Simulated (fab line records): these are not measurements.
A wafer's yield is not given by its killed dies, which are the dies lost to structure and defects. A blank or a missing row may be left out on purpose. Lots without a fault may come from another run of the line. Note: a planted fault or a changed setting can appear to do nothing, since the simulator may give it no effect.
Chamber matching | flow n5 finfet | 4 sister chambers for N5_BEOL_M0_SAQP_HM_OPEN_112 on rie diel-02
The step chemistry CHF3/O2, target SiO2, stops on a-Si, target depth 12 nm, time 13.5 s. 8 wafers are shown with their chamber, then 8 later ones without.

== WAFERS, EACH WITH ITS CHAMBER ==
wafer  | chamber | showerhead plenum p Torr (Torr) | drypump motor current A (A)
L077.6 | 0       | 2.49                            | 5.7
L079.5 | 1       | 2.41                            | 5.8
L083.2 | 1       | 2.41                            | 5.8
L083.3 | 2       | 2.56                            | 5.7
L085.4 | 2       | 2.56                            | 5.7
L085.5 | 0       | 2.48                            | 5.6
L085.6 | 3       | 2.22                            | 6.3
L088.3 | 3       | 2.22                            | 6.3

== WAFERS WITHOUT THEIR CHAMBER ==
wafer  | showerhead plenum p Torr (Torr) | drypump motor current A (A)
L088.5 | 2.48                            | 5.7
L088.6 | 2.22                            | 6.3
L089.3 | 2.48                            | 5.7
L089.5 | 2.55                            | 5.8
L089.6 | 2.22                            | 6.3
L092.2 | 2.48                            | 5.7
L092.4 | 2.55                            | 5.7
L092.5 | 2.21                            | 6.3

== THE CHAMBER EACH PASSED THROUGH ==
wafer  | from the rows above | in truth
L088.5 | 0                   | 0
L088.6 | 3                   | 3
L089.3 | 0                   | 0
L089.5 | 2                   | 2
L089.6 | 3                   | 3
L092.2 | 0                   | 0
L092.4 | 2                   | 2
L092.5 | 3                   | 3
Correctly placed: 8 of 8. From these rows, 0 cannot be placed. Placed wrongly: 0.
How it was worked out, from the rows above alone: a wafer's distance from a chamber is the root of the sum, over the readings, of the square of ((its reading less the chamber's mean) divided by the reading's scatter). The wafer belongs to the nearest chamber; if the next one is less than 2 further off, it can't be placed. The mean given for a chamber averages the wafers shown for that chamber. The scatter is the square root of a quotient: the sum, over the shown wafers, of each reading's squared deviation from its chamber's mean, divided by wafers minus chambers.
